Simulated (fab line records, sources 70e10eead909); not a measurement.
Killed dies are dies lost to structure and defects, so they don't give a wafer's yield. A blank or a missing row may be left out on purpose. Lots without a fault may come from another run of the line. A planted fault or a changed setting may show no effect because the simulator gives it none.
One fault seen from 3 desks | flow nand_harc | each desk has only its own numbers; what lay behind them comes last

THE DEFECT DESK
What the inspections along the route counted, lot by lot: means of the sampled wafers that have a number. A lot is out of limits, marked OUT, if its mean lies more than 4 standard deviations from the usual mean; the brackets give that distance.
Columns: A = raw_defect_count at NHARC_P_M2_INSPECT_11, usual 5.2; B = raw_defect_count at NHARC_P_M2_INSPECT_27, usual 317
lot  | first seen here | A   | B
L317 | day 11 04:19    | 6.3 | 273
L316 | day 11 10:27    | 5.0 | 245
L321 | day 13 09:11    | 3.0 | 465
L323 | day 13 21:42    | 6.7 | 475
L325 | day 15 02:12    | 4.3 | 282
L326 | day 15 04:01    | 3.0 | 506
This desk's finding: nothing out of limits on any of the 6 lots.

THE TOOL OWNER'S DESK: pvd_sputter-03
The tool's own readings at NHARC_P_M2_PVD_21 (deposits Cu, target thk 30 nm, time 20.49 s): means of the sampled wafers that have a number, for each lot that ran on this tool. A lot is out of limits, marked OUT, if its mean lies more than 4 standard deviations from the usual mean; the brackets give that distance.
Columns: A = cathode_dc_power_W at NHARC_P_M2_PVD_21, usual 5000.0 W; B = throttle_valve_pct at NHARC_P_M2_PVD_21, usual 29.5 %
lot  | first seen here | A      | B
L317 | day 11 05:38    | 5000.1 | 29.1
L316 | day 11 11:46    | 5000.5 | 29.4
L326 | day 15 05:23    | 5000.2 | 29.5
This desk's finding: nothing out of limits on any of the 3 lots.

THE METROLOGY DESK
What the gauges read, lot by lot, whatever tool the lot ran on: means of the sampled wafers that have a number. A lot is out of limits, marked OUT, if its mean lies more than 4 standard deviations from the usual mean; the brackets give that distance. Of its 8 readings 7 are shown: those that lie furthest out on some lot.
Columns: A = overlay_x_nm at NHARC_P_M2_OVL_MEAS_10, usual 0.2 nm; B = overlay_y_nm at NHARC_P_M2_OVL_MEAS_10, usual -0.1 nm; C = cd_nm at NHARC_P_M2_CD_MEAS_16, usual 170.2 nm; D = thk_nm at NHARC_P_BONDPAD_THK_MEAS_33, usual 200.1 nm; E = cd_nm at NHARC_P_BONDPAD_CD_MEAS_09, usual 500.0 nm; F = overlay_x_nm at NHARC_P_BONDPAD_OVL_MEAS_38, usual -2 nm; G = cd_nm at NHARC_P_BONDPAD_CD_MEAS_13, usual 499.3 nm
lot  | first seen here | A    | B    | C     | D     | E     | F  | G
L317 | day 11 04:05    | 0.6  | 1.0  | 169.9 | 200.3 | 495.0 | -0 | 494.3
L316 | day 11 10:25    | 0.4  | -1.2 | 171.1 | 201.2 | 496.2 | -4 | 495.5
L321 | day 13 09:10    | 1.0  | 0.3  | 171.1 | 200.8 | 499.9 | -5 | 499.1
L323 | day 13 21:40    | 0.5  | 0.8  | 168.8 | 201.7 | 498.1 | 7  | 498.4
L325 | day 15 02:10    | 0.2  | -0.3 | 169.5 | 201.7 | 502.7 | 6  | 502.2
L326 | day 15 03:59    | -0.2 | 0.1  | 169.9 | 202.2 | 500.4 | -1 | 499.2
This desk's finding: nothing out of limits on any of the 6 lots.

PUT TOGETHER
The defect desk saw nothing out of limits.
The tool owner's desk saw nothing out of limits.
The metrology desk saw nothing out of limits.

WHAT THE SIMULATOR HAD PUT IN
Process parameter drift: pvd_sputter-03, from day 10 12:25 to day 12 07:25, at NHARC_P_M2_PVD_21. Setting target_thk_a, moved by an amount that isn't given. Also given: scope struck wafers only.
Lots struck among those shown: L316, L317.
